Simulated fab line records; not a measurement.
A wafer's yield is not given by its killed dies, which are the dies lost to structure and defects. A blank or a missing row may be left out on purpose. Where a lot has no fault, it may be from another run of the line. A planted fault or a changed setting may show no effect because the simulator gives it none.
Chamber matching    flow nandHarc    aldHk-02 running NHARC_A_WL_FILL_ALD_10: 4 sister chambers
The step deposits SiO2, target thk 50 nm, pulse time 10 s, ald cycles 500. 14 wafers are shown with their chamber, then 7 later ones without.

## WAFERS WITH THEIR CHAMBER
wafer   chamber  heaterPowerW (W)  precursorPulseHeightRel
L077.3  3        430               0.983
L077.2  2        479               1.030
L077.5  0        518               0.988
L076.2  1        478               1.009
L076.3  2        476               1.008
L076.5  3        418               0.984
L085.1  2        475               1.021
L085.3  1        468               0.980
L085.6  0        520               1.044
L087.4  0        503               0.982
L087.5  2        471               0.997
L087.6  1        466               0.979
L092.3  3        417               1.038
L092.4  0        526               0.991

SIGNATURES, as means of the wafers listed above
reading                  chamber 0  chamber 1  chamber 2  chamber 3  scatter within a chamber
heaterPowerW             516.75     470.67     475.25     421.67     7.12
precursorPulseHeightRel  1.00125    0.98933    1.01400    1.00167    0.0238
Rule: distance of a wafer from a chamber = root of the sum over the readings of ((wafer's reading minus chamber's mean) / reading's scatter) squared. If the next closest chamber is less than 2 further off than the closest, the wafer can't be placed; otherwise it belongs to the closest. The scatter is the square root of a quotient: the sum, over the shown wafers, of each reading's squared deviation from its chamber's mean, divided by wafers minus chambers.

## WAFERS WITHOUT THEIR CHAMBER
wafer   heaterPowerW (W)  precursorPulseHeightRel
L092.5  428               1.015
L094.1  478               1.002
L094.2  437               0.992
L094.3  540               0.977
L097.3  419               1.007
L097.5  543               1.006
L097.6  501               1.017

## WHICH CHAMBER EACH WENT THROUGH
wafer   from the rows above      in truth
L092.5  3                        3
L094.1  can't be placed: 2 or 1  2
L094.2  3                        3
L094.3  0                        0
L097.3  3                        3
L097.5  0                        0
L097.6  can't be placed: 0 or 2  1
Placed correctly: 5 of 7. Unplaceable from these rows: 2, with the true chamber sitting among the candidates in 1. Number placed wrongly: 0.
